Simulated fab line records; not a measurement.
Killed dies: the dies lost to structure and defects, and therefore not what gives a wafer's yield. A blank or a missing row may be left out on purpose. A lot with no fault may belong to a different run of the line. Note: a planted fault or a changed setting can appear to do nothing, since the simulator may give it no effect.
A single fault, viewed from 2 desks	flow n5 finfet	what lay behind the numbers comes last; until then each desk has only its own

== METROLOGY DESK ==
What the gauges read, lot by lot, whatever tool the lot ran on: means of the sampled wafers that have a number. Any lot whose mean is over 4 standard deviations away from the usual mean is out of limits and marked OUT; that distance is given in the brackets. It has 10 readings; the 7 that lie furthest out on some lot are the ones shown.
Columns: A = IOFF_N at N5_BEOL_M4_RC_MEAS_101, usual 0.16 nA/um; B = IOFF_P at N5_BEOL_M4_RC_MEAS_101, usual 0.21 nA/um; C = ION_N at N5_BEOL_M4_RC_MEAS_101, usual 675 uA/um; D = ION_P at N5_BEOL_M4_RC_MEAS_101, usual 464 uA/um; E = SS_P at N5_BEOL_M4_RC_MEAS_101, usual 73.3 mV/dec; F = VT_N at N5_BEOL_M4_RC_MEAS_101, usual 250 mV; G = VT_P at N5_BEOL_M4_RC_MEAS_101, usual -250 mV
lot	first seen here	A	B	C	D	E	F	G
L699	day 8 15:01	0.17	0.23	687	470	74.3	247	-250
L704	day 9 10:14	0.12	0.19	668	463	72.3	255	-250
L703	day 9 15:16	0.19	0.25	675	465	73.0	249	-246
L716	day 13 01:41	0.16	0.19	686	462	73.2	247	-254
L712	day 13 07:18	0.17	0.23	692	477	73.7	248	-249
L709	day 14 08:04	0.17	0.22	674	466	73.9	252	-250
L715	day 14 09:01	0.18	0.23	678	465	73.8	247	-248
L718	day 14 12:35	0.14	0.21	675	466	72.6	252	-249
L719	day 15 04:40	0.15	0.21	667	458	73.5	251	-249
Result from this desk: across the 9 lots, nothing is out of limits.

== FOR THE TOOL OWNER'S DESK: litho track-05 ==
The tool's own readings at N5_FIN_CUT_COAT_18 (time 60 s, resist thk 230 nm): means of the sampled wafers that have a number, for each lot that ran on this tool. Any lot whose mean is over 4 standard deviations away from the usual mean is out of limits and marked OUT; that distance is given in the brackets.
Columns: A = heater power total W at N5_FIN_CUT_COAT_18, usual 500.5 W; B = plate temp C at N5_FIN_CUT_COAT_18, usual 249.95 C
lot	first seen here	A	B
L704	day 4 01:53	500.9	250.06
L709	day 5 10:25	499.8	250.05
L712	day 6 02:28	398.6 (-60) OUT	207.25 (-99 or more) OUT
L715	day 6 21:16	396.8 (-61) OUT	207.32 (-99 or more) OUT
This desk's finding: out of limits on L712, L715; first on L712, day 6 02:28 (heater power total W at N5_FIN_CUT_COAT_18). Within limits: L704, L709.

== TAKEN TOGETHER ==
An alarm could have come from the tool owner's desk at day 6 02:28, on L712, L715.
Nothing out of limits was seen by the metrology desk.
The metrology desk has L712, L715 on record, within its limits.
On litho track-05, each named lot ran N5_FIN_CUT_COAT_18.

== WHAT WAS PUT IN BY THE SIMULATOR ==
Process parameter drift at N5_FIN_CUT_COAT_18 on litho track-05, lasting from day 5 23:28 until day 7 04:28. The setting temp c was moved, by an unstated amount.
Shown lots that were struck: L712, L715.
Time in hours from fault onset to the first out-of-limits reading at each desk: the tool owner's desk, 3.
